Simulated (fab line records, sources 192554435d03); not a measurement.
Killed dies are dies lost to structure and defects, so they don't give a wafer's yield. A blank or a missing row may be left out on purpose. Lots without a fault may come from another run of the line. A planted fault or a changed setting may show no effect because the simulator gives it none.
One fault seen from 2 desks | flow n5_finfet | each desk has only its own numbers; what lay behind them comes last

THE TOOL OWNER'S DESK: ald_sin-01
The tool's own readings at N5_SPACER0_ALD_08 (deposits SiNx, target thk 2 nm): means of the sampled wafers that have a number, for each lot that ran on this tool. A lot is out of limits, marked OUT, if its mean lies more than 4 standard deviations from the usual mean; the brackets give that distance.
Columns: A = heater_power_outer_w at N5_SPACER0_ALD_08, usual 482 W; B = heater_power_w at N5_SPACER0_ALD_08, usual 806 W; C = susceptor_temp_C at N5_SPACER0_ALD_08, usual 399.99 C
lot  | first seen here | A   | B   | C
L423 | day 4 02:14     | 501 | 829 | 399.91
L427 | day 5 00:10     | 527 | 845 | 400.02
L429 | day 5 15:38     | 467 | 816 | 399.88
L430 | day 5 20:39     | 477 | 797 | 399.75
L436 | day 7 05:20     | 489 | 827 | 399.90
This desk's finding: nothing out of limits on any of the 5 lots.

THE DEFECT DESK
What the inspections along the route counted, lot by lot: means of the sampled wafers that have a number. A lot is out of limits, marked OUT, if its mean lies more than 4 standard deviations from the usual mean; the brackets give that distance.
Columns: A = raw_defect_count at N5_PASSIVATION_INSPECT_67, usual 2.0; B = raw_defect_count at N5_PASSIVATION_INSPECT_57, usual 1.8
lot  | first seen here | A   | B
L419 | day 11 10:09    | 2.7 | 3.3
L421 | day 11 17:56    | 2.7 | 0.3
L426 | day 13 07:20    | 1.7 | 0.7
L425 | day 13 08:13    | 2.7 | 1.3
L427 | day 13 15:28    | 3.7 | 2.0
L423 | day 13 16:26    | 1.3 | 0.7
L429 | day 14 04:58    | 1.7 | 0.7
L428 | day 14 06:27    | 2.3 | 1.3
L430 | day 14 12:59    | 2.7 | 1.7
L436 | day 16 06:37    | 2.3 | 2.0
L439 | day 16 22:50    | 2.7 | 1.0
L442 | day 17 17:07    | 2.7 | 2.7
This desk's finding: nothing out of limits on any of the 12 lots.

PUT TOGETHER
The tool owner's desk saw nothing out of limits.
The defect desk saw nothing out of limits.

WHAT THE SIMULATOR HAD PUT IN
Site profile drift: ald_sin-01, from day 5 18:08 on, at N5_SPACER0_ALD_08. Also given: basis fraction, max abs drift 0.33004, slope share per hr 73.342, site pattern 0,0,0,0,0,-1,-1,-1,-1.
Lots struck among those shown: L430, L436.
